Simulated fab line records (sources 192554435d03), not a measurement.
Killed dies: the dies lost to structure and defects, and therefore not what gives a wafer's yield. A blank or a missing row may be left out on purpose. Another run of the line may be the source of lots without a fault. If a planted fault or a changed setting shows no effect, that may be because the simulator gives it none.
fab line records | flow n5-finfet
record: lots: 4 | wafers: 12 | last-day: 19
route steps=1938 shown BEOL_M5@1124
lots untouched by any fault: they come from a run of this same line in which no faults occurred
start-h: start of the lot's first displayed wafer, in hours after the record's first day | wait-h: time in hours since the lot's previous step | " the same as in the row above | L1.1+2: several wafers, shown together as one row | - no value, or no start was given | * or withheld: withheld | < > ~ a bound
route shown NAME@n: names a module that has steps shown in the file, with the first one's number in the route | usual: mean/standard deviation taken from wafers without a fault | same: alike in all rows | chamber/n: place in a boat | sites: the reading at each site | _std_site: the values' standard deviation | _edge_site: outer sites' mean less inner sites' | radius-mm: for every site, how far away it sits from the centre of the wafer | mask NAME#n: copy n | behind: the tool/chamber that last shaped the wafer | hold: what put the lot on hold/how long, in hours/how the hold closed | device: which transistor (n, p or np) failed to switch | end of line: the tests these same wafers got at the end of their route | step lacking rows: just its recipe | killed: dies lost to structure and defects at the first sort, not the wafer's yield | map: dies across one wafer; x = killed, . = not, _ = none there
set.NAME: the setting the step ran with; set.NAME@STEP: the setting that earlier step ran with | model.NAME: the simulator's own value behind a step, which no gauge read
lots at selected steps of the route; one table per step, one row per wafer
services: a tool's chamber out of use, with start hour (start-h, from the record's first day; less than 0 if before it), hours out, and reason
== steps ==
step: N5_BEOL_M5_PEB_09
recipe: peb-temp-c: 100 | peb-time-s: 60 | resist: CAR-EUV
step: N5_BEOL_M5_DEVELOP_10
recipe: develop-time-s: 30 | developer: TMAH | resist: CAR-EUV | rinse-liquid: surfactant-rinse | dry: air-spin | dev-temp-c: 23
step: N5_BEOL_M5_DESCUM_16
recipe: chemistry: O2 | time-s: 7 | source-power-w: 50 | bias-power-w: 20 | pressure-mtorr: 20 | rf-frequency-hz: 2.712e+07 | temp-c: 40 | resist: CAR-EUV | o2-flow-sccm: 225
step: N5_BEOL_M5_ETCH_72
recipe: chemistry: N2/H2 | target: underlayer | target-depth-a: 65 | mask-material: CAR-EUV | time-s: 5.2 | ion-energy-ev: 200 | pressure-mtorr: 30 | source-w: 840 | bias-w: 150 | n2-flow-sccm: 200 | h2-flow-sccm: 200 | ends: cleared
step: N5_BEOL_M5_ETCH_61
recipe: chemistry: CF4 | target: SiARC | target-depth-a: 156 | mask-material: CAR-EUV | time-s: 26 | ion-energy-ev: 80 | pressure-mtorr: 40 | source-w: 545 | bias-w: 36 | Ar_flow_sccm: 100 | cf4-flow-sccm: 100 | ends: cleared
step: N5_BEOL_M5_ETCH_62
recipe: chemistry: N2/H2 | target: SOC | target-depth-a: 750 | overetch-a: 150 | mask-material: SiARC | temp-c: 40 | time-s: 112.5 | ion-energy-ev: 200 | pressure-mtorr: 30 | source-w: 840 | bias-w: 150 | n2-flow-sccm: 200 | h2-flow-sccm: 200
step: N5_BEOL_M5_STRIP_63
recipe: chemistry: N2/H2 | temp-c: 40 | n2-flow-sccm: 200 | h2-flow-sccm: 200 | rf-frequency-hz: 6e+07
step: N5_BEOL_M5_STRIP_73
recipe: chemistry: N2/H2 | temp-c: 40 | n2-flow-sccm: 200 | h2-flow-sccm: 200 | rf-frequency-hz: 6e+07
step: N5_BEOL_M5_STRIP_64
recipe: chemistry: CF4 | resist: SiARC | power-w: 300 | bias-power-w: 75 | pressure-mtorr: 50 | cf4-flow-sccm: 150 | rf-frequency-hz: 6e+07
step: N5_BEOL_M5_HM_OPEN_17
recipe: chemistry: Cl2/BCl3 | target-depth-a: 200 | overetch-a: 60 | target: TiN | mask-material: SOC | ion-energy-ev: 150 | pressure-mtorr: 10 | icp-w: 1000 | bias-w: 126 | Cl2_flow_sccm: 53.25 | bcl3-flow-sccm: 21.75 | Ar_flow_sccm: 25
usual: bcl3-flow-sccm: 21.76/0.058 | drypump-motor-current-A: 5.5/0.6 | oes_ar_750_au: 0.82/0.1 | oes-product-au: 0.68/0.08 | throttle-valve-pct: 22.11/0.22
lot.wafer | tool         | chamber | start-h | wait-h | bcl3-flow-sccm | drypump-motor-current-A | oes_ar_750_au | oes-product-au | rf-hours-counter-h | throttle-valve-pct | model.SOC_of_BEOL_M5_COAT_59.thk-nm
L756.1    | rie-metal-03 | 0       | 312.67  | 0.0    | 21.71          | 5.2                     | 0.79          | 0.65           | 45                 | 22.41              | 52
L756.2    | "            | 0       | "       | "      | 21.78          | 5.1                     | 0.79          | 0.66           | -                  | 22.42              | 52
L756.6    | "            | 0       | "       | "      | 21.72          | 5.1                     | 0.78          | 0.66           | -                  | 22.42              | 51.8
L755.3    | rie-metal-03 | 0       | 313.29  | 0.1    | 21.75          | 5.1                     | 0.78          | 0.65           | -                  | 22.42              | 53.4
L755.4    | "            | 0       | "       | "      | 21.70          | 5.1                     | 0.79          | 0.66           | -                  | 22.44              | 53.4
L755.5    | "            | 0       | "       | "      | 21.80          | 5.2                     | 0.78          | 0.65           | -                  | 22.42              | 53.4
L757.2    | rie-metal-03 | 1       | 326.48  | 0.0    | 21.62          | 6.0                     | 0.98          | 0.83           | 0                  | 21.77              | 51.8
L757.4    | "            | 1       | "       | "      | 21.74          | 6.0                     | 0.98          | 0.83           | -                  | 21.74              | 51.6
L757.5    | "            | 0       | "       | "      | 21.73          | 5.2                     | 0.78          | 0.64           | -                  | 22.43              | 53.4
L761.3    | rie-metal-02 | 0       | 358.47  | 0.1    | 21.77          | 4.8                     | 0.91          | 0.77           | -                  | 21.82              | 52.2
L761.5    | "            | 0       | "       | "      | 21.75          | 4.9                     | 0.91          | 0.77           | -                  | 21.80              | 52.2
L761.6    | "            | 1       | "       | "      | 21.66          | 6.4                     | 0.86          | 0.70           | -                  | 22.27              | 52
step: N5_BEOL_M5_STRIP_19
recipe: chemistry: O2 | power-w: 400 | temp-c: 40 | pressure-mtorr: 30 | rf-frequency-hz: 6e+07 | bias-power-w: 0 | overash-fraction: 0.2 | o2-flow-sccm: 225
step: N5_BEOL_M5_COAT_65
recipe: resist: SOC | temp-c: 250 | time-s: 60 | spin-rpm: 1500 | resist-thk-nm: 60
step: N5_BEOL_M5_COAT_66
recipe: resist: SiARC | temp-c: 220 | time-s: 60 | spin-rpm: 1500 | resist-thk-nm: 12
step: N5_BEOL_M5_COAT_74
recipe: resist: underlayer | temp-c: 205 | time-s: 60 | spin-rpm: 1500 | resist-thk-nm: 5
step: N5_BEOL_M5_COAT_22
recipe: resist: CAR-EUV | spin-rpm: 1500 | resist-thk-nm: 30
step: N5_BEOL_M5_EBR_24
recipe: solvent: PGMEA | ebr-width-mm: 1.5
step: N5_BEOL_M5_SOFTBAKE_23
recipe: temp-c: 110 | time-s: 60 | resist: CAR-EUV
step: N5_BEOL_M5_EXPOSE_25
recipe: mask-id: V4 | na: 0.33 | source-shape: quasar | sigma-inner: 0.2 | sigma-outer: 0.6 | polarization: unpolarized | defocus-nm: 10 | dose-mj: 52.75
step: N5_BEOL_M5_PEB_26
recipe: peb-temp-c: 100 | peb-time-s: 60 | resist: CAR-EUV
step: N5_BEOL_M5_DEVELOP_27
recipe: develop-time-s: 30 | developer: TMAH | resist: CAR-EUV | rinse-liquid: surfactant-rinse | dry: air-spin | dev-temp-c: 23
step: N5_BEOL_M5_DESCUM_33
recipe: chemistry: O2 | time-s: 7 | source-power-w: 50 | bias-power-w: 20 | pressure-mtorr: 20 | rf-frequency-hz: 2.712e+07 | temp-c: 40 | resist: CAR-EUV | o2-flow-sccm: 225
step: N5_BEOL_M5_ETCH_75
recipe: chemistry: N2/H2 | target: underlayer | target-depth-a: 65 | mask-material: CAR-EUV | time-s: 5.2 | ion-energy-ev: 200 | pressure-mtorr: 30 | source-w: 840 | bias-w: 150 | n2-flow-sccm: 200 | h2-flow-sccm: 200 | ends: cleared
step: N5_BEOL_M5_ETCH_67
recipe: chemistry: CF4 | target: SiARC | target-depth-a: 156 | mask-material: CAR-EUV | time-s: 26 | ion-energy-ev: 80 | pressure-mtorr: 40 | source-w: 545 | bias-w: 36 | Ar_flow_sccm: 100 | cf4-flow-sccm: 100 | ends: cleared
step: N5_BEOL_M5_ETCH_68
recipe: chemistry: N2/H2 | target: SOC | target-depth-a: 800 | overetch-a: 160 | mask-material: SiARC | temp-c: 40 | time-s: 120 | ion-energy-ev: 200 | pressure-mtorr: 30 | source-w: 840 | bias-w: 150 | n2-flow-sccm: 200 | h2-flow-sccm: 200
step: N5_BEOL_M5_STRIP_69
recipe: chemistry: N2/H2 | temp-c: 40 | n2-flow-sccm: 200 | h2-flow-sccm: 200 | rf-frequency-hz: 6e+07
step: N5_BEOL_M5_STRIP_76
recipe: chemistry: N2/H2 | temp-c: 40 | n2-flow-sccm: 200 | h2-flow-sccm: 200 | rf-frequency-hz: 6e+07
step: N5_BEOL_M5_VIA_ETCH_34
recipe: chemistry: C4F6/O2 | target: SiCOH_lowk | target-depth-a: 883 | mask-material: SOC | taper-deg: 4 | time-s: 39.2 | ion-energy-ev: 250 | pressure-mtorr: 30 | source-w: 345 | bias-w: 185 | Ar_flow_sccm: 300 | C4F6_flow_sccm: 10 | O2_flow_sccm: 10
step: N5_BEOL_M5_STRIP_85
recipe: chemistry: C4F6/O2 | resist: SiARC | rf-frequency-hz: 6e+07
step: N5_BEOL_M5_STRIP_36
recipe: chemistry: N2/H2 | power-w: 450 | temp-c: 40 | pressure-mtorr: 20 | rf-frequency-hz: 6e+07 | overash-fraction: 0.3 | bias-power-w: 7 | h2-frac: 0.5 | n2-flow-sccm: 200 | h2-flow-sccm: 200
step: N5_BEOL_M5_TRENCH_ETCH_37
recipe: chemistry: C4F6/O2 | target-depth-a: 716.52 | target: SiCOH_lowk | time-s: 24.7 | ion-energy-ev: 250 | pressure-mtorr: 30 | source-w: 345 | bias-w: 185 | Ar_flow_sccm: 300 | C4F6_flow_sccm: 10 | O2_flow_sccm: 10
step: N5_BEOL_M5_ETCH_41
recipe: chemistry: CH3F/O2 | target: SiCN | target-depth-a: 315 | taper-deg: 2 | time-s: 56.7 | ion-energy-ev: 120 | mask-material: TiN | pressure-mtorr: 30 | source-w: 395 | bias-w: 75 | Ar_flow_sccm: 150 | CH3F_flow_sccm: 30 | O2_flow_sccm: 20
usual: O2_flow_sccm: 19.99/0.068 | drypump-motor-current-A: 5.8/0.4 | oes-product-au: 0.79/0.074 | rf-vpp-V: 297.0/1.3 | showerhead-plenum-p-Torr: 1.98/0.051 | throttle-valve-pct: 16.39/0.2
lot.wafer | tool        | chamber | start-h | wait-h | O2_flow_sccm | drypump-motor-current-A | oes-product-au | rf-hours-counter-h | rf-vpp-V | showerhead-plenum-p-Torr | throttle-valve-pct | model.BEOL_M5.cd-nm
L756.1    | rie-diel-04 | 2       | -       | -      | 19.91        | 5.5                     | 0.73           | 177                | 295.4    | 1.91                     | 16.30              | 28.4
L756.2    | "           | 1       | "       | "      | 20.03        | 5.8                     | 0.80           | 106                | 296.8    | 1.93                     | 16.37              | 28
L756.6    | "           | 0       | "       | "      | 20.04        | 5.8                     | 0.92           | -                  | 296.5    | 1.96                     | 16.18              | 28
L755.3    | rie-diel-01 | 1       | -       | -      | 20.06        | 6.1                     | 0.69           | 244                | 299.9    | 2.04                     | 16.31              | 28
L755.4    | "           | 0       | "       | "      | 20.02        | 6.1                     | 0.89           | 29                 | 297.9    | 2.05                     | 16.40              | 27.6
L755.5    | "           | 3       | "       | "      | 19.97        | 6.3                     | 0.84           | -                  | 297.0    | 1.96                     | 16.41              | 27.8
L757.2    | rie-diel-01 | 0       | -       | -      | 20.13        | 6.1                     | 0.89           | 32                 | 299.9    | 2.04                     | 16.41              | 28.8
L757.4    | "           | 3       | "       | "      | 19.95        | 6.4                     | 0.82           | 74                 | 297.7    | 1.96                     | 16.44              | 28.2
L757.5    | "           | 2       | "       | "      | 20.02        | 5.1                     | 0.82           | -                  | 299.0    | 2.02                     | 16.16              | 28
L761.3    | rie-diel-01 | 0       | -       | -      | 19.98        | 6.1                     | 0.85           | 44                 | 298.7    | 2.04                     | 16.42              | 28.4
L761.5    | "           | 2       | "       | "      | 20.00        | 5.1                     | 0.80           | -                  | 296.7    | 2.02                     | 16.18              | 28.2
L761.6    | "           | 3       | "       | "      | 20.16        | 6.3                     | 0.82           | -                  | 297.5    | 1.96                     | 16.46              | 28.2
step: N5_BEOL_M5_STRIP_91
recipe: chemistry: N2/H2 | time-s: 10 | power-w: 450 | temp-c: 40 | pressure-mtorr: 20 | rf-frequency-hz: 6e+07 | bias-power-w: 7 | n2-flow-sccm: 200 | h2-flow-sccm: 200
== services ==
tool         | chamber | start-h | hours | kind
rie-diel-04  | 3       | 297.44  | -     | clean
rie-diel-04  | 3       | 297.44  | -     | consumable-replace:focus-ring
rie-diel-04  | 3       | 297.44  | 27.5  | scheduled-down
rie-diel-04  | 3       | 297.44  | 27.5  | vent-cycle
rie-diel-01  | 0       | 301.70  | 3.2   | repair
rie-metal-03 | 1       | 307.94  | -     | clean
rie-metal-03 | 1       | 307.94  | 13.2  | scheduled-down
rie-metal-03 | 1       | 307.94  | 13.2  | vent-cycle
rie-metal-02 | -       | 325.49  | 1.1   | repair
rie-diel-01  | 1       | 338.42  | -     | clean
rie-diel-01  | 1       | 338.42  | -     | consumable-replace:focus-ring
rie-diel-01  | 1       | 338.42  | 24.1  | scheduled-down
rie-diel-01  | 1       | 338.42  | 24.1  | vent-cycle
rie-metal-03 | 0       | 339.98  | 5.8   | repair
== key ==
first-sign none at tools or gauges
model-effect: step: N5_BEOL_M5_HM_OPEN_17 | value: SOC_of_BEOL_M5_COAT_59.thk-nm | without: 51.7 | struck: 53.4
model-effect: step: N5_BEOL_M5_ETCH_41 | value: BEOL_M5.cd-nm | without: 28.15 | struck: 27.85
met-at N5_BEOL_M5_HM_OPEN_17
struck-wafers L755.3,L755.4,L755.5,L757.5
onset-between 312.67 313.29
fault: kind: process-parameter-drift | tool: rie-metal-03 | chamber: 0 | onset-h: 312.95 | steps: N5_BEOL_M5_HM_OPEN_17 | channel: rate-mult | offset: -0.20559 | shape: step | end-h: 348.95
